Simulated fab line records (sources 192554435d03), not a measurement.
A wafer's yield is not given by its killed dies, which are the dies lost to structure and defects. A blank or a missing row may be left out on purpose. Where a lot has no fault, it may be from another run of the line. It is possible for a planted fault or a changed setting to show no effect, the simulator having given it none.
Matching of chambers | flow n5 finfet | N5_BEOL_M1_ETCH_77 on rie diel-04 has 4 sister chambers
The step etches underlayer in N2/H2, target depth 6.5 nm, time 5.2 s. 8 wafers are shown with their chamber, then 7 later ones without.

## WAFERS WITH THEIR CHAMBER
wafer  | chamber | throttle valve pct (%) | drypump motor current A (A)
L076.1 | 3       | 17.82                  | 6.0
L077.2 | 3       | 17.84                  | 6.0
L077.3 | 1       | 17.77                  | 5.6
L081.2 | 0       | 17.48                  | 5.7
L081.3 | 1       | 17.77                  | 5.6
L081.4 | 2       | 17.93                  | 5.3
L082.1 | 0       | 17.48                  | 5.6
L082.2 | 2       | 17.93                  | 5.3

## WAFERS WITHOUT THEIR CHAMBER
wafer  | throttle valve pct (%) | drypump motor current A (A)
L082.4 | 17.85                  | 6.0
L089.1 | 17.49                  | 5.6
L089.3 | 17.87                  | 6.0
L089.5 | 17.86                  | 6.0
L092.1 | 17.95                  | 5.4
L092.2 | 17.88                  | 6.0
L092.6 | 17.83                  | 5.5

## WHICH CHAMBER EACH WENT THROUGH
wafer  | from the rows above | in truth
L082.4 | 3                   | 3
L089.1 | 0                   | 0
L089.3 | 3                   | 3
L089.5 | 3                   | 3
L092.1 | 2                   | 2
L092.2 | 3                   | 3
L092.6 | 1                   | 1
Correct placement for 7 of the 7. Left unplaced by these rows: 0. Placed wrongly: 0.
How it was worked out, from the rows above alone: a wafer's distance from a chamber is the root of the sum, over the readings, of the square of ((its reading less the chamber's mean) divided by the reading's scatter). If the next closest chamber is less than 2 further off than the closest, the wafer can't be placed; otherwise it belongs to the closest. Each chamber's mean is taken over the wafers shown for it. The scatter: the root of (the sum of the squares of (reading less its chamber's mean) over the shown wafers, divided by (wafers less chambers)).
